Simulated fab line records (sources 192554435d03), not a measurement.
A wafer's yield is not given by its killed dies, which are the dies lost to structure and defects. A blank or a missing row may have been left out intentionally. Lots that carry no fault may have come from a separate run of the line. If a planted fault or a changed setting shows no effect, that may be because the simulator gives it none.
What tool caused it? + flow n5-finfet + 11 lots with 33 wafers sampled at 4 steps, on a route of 1938 steps

## WHAT EACH GAUGE READ, for each wafer
N5_MIM_BOT_LITHO_OVL_MEAS_11.
| lot  | measured     | on         | MIM_BOT_OVL (nm) |
|------|--------------|------------|------------------|
| L075 | day 12 13:06 | overlay-02 | 5 -1 -2          |
| L078 | day 13 03:47 | overlay-01 | 6 10 8           |
| L081 | day 13 16:50 | overlay-02 | 1 -4 3           |
| L083 | day 13 22:38 | overlay-01 | 13 6 4           |
| L082 | day 14 09:56 | overlay-01 | -7 -6 -7         |
| L085 | day 14 21:34 | overlay-02 | 5 1 1            |
| L089 | day 16 00:22 | overlay-02 | -3 1 -6          |
| L092 | day 16 09:10 | overlay-02 | -2 -4 -2         |
| L094 | day 16 17:29 | overlay-02 | 1 5 4            |
| L095 | day 17 17:29 | overlay-02 | 5 9 2            |
| L096 | day 19 04:05 | overlay-01 | -2 -3 2          |

## WHICH TOOL RAN EACH LOT (tool, then ch and the chambers of the sampled wafers, then the start)
| lot  | N5_BEOL_M15_ETCH_57                | N5_BEOL_M15_STRIP_62                          | N5_BEOL_M15_ETCH_38                           |
|------|------------------------------------|-----------------------------------------------|-----------------------------------------------|
| L075 | rie-diel-04 ch 0,2,3, day 12 04:19 | rie-diel-04 ch 1,2,3, day 12 13:06 or earlier | rie-diel-04 ch 1,2,3, day 12 13:06 or earlier |
| L078 | rie-diel-05 ch 1,3, day 12 19:10   | rie-diel-04 ch 0,2,3, day 13 03:47 or earlier | rie-diel-04 ch 0,2,3, day 13 03:47 or earlier |
| L081 | rie-diel-04 ch 0,2, day 13 05:02   | rie-diel-05 ch 0,2, day 13 16:50 or earlier   | rie-diel-05 ch 0,2, day 13 16:50 or earlier   |
| L083 | rie-diel-02 ch 1,2,3, day 13 10:50 | rie-diel-02 ch 1,2,3, day 13 22:38 or earlier | rie-diel-02 ch 1,2,3, day 13 22:38 or earlier |
| L082 | rie-diel-04 ch 0,1, day 14 01:25   | rie-diel-02 ch 2,3, day 14 09:56 or earlier   | rie-diel-02 ch 2,3, day 14 09:56 or earlier   |
| L085 | rie-diel-02 ch 2,3, day 14 10:31   | rie-diel-05 ch 0,2, day 14 21:34 or earlier   | rie-diel-05 ch 0,2, day 14 21:34 or earlier   |
| L089 | rie-diel-05 ch 0,1, day 15 15:16   | rie-diel-04 ch 0,1,2, day 16 00:22 or earlier | rie-diel-04 ch 0,1,2, day 16 00:22 or earlier |
| L092 | rie-diel-04 ch 0,1,3, day 16 01:23 | rie-diel-05 ch 0,2, day 16 09:10 or earlier   | rie-diel-05 ch 0,2, day 16 09:10 or earlier   |
| L094 | rie-diel-02 ch 1,2, day 16 10:28   | rie-diel-05 ch 2,3, day 16 17:29 or earlier   | rie-diel-05 ch 2,3, day 16 17:29 or earlier   |
| L095 | rie-diel-04 ch 0,1,3, day 17 09:58 | rie-diel-04 ch 1,2,3, day 17 17:29 or earlier | rie-diel-04 ch 1,2,3, day 17 17:29 or earlier |
| L096 | rie-diel-05 ch 2,3, day 18 18:30   | rie-diel-02 ch 0,2,3, day 19 04:05 or earlier | rie-diel-02 ch 0,2,3, day 19 04:05 or earlier |
- N5_BEOL_M15_ETCH_57: etches SOC in N2/H2, time 750 s.
- N5_BEOL_M15_STRIP_62: strips in O2.
- N5_BEOL_M15_ETCH_38: etches SiCN in CF4/N2, target depth 106.4 nm, time 120.5 s.

## THE ANSWER, worked out from the rows above alone
Rule: usual is defined by the lots themselves. The widest of any qualifying gaps counts: lots, ordered by their means at a reading, are off when they make up no more than a third of the lots, leave a main group of 4 or more, and stand apart from it by 3 or more times the standard deviation of that group's means. A main group whose means are all the same, to the digits that the tables above print for the reading, isn't used. A lot without any number at a reading at which 4 lots or more have one is off too. Where the step has rows for the other lots, those lots are counted as sound.
No lot is off at any reading shown: from this, nothing can be told.

## WHAT THE SIMULATOR PUT IN
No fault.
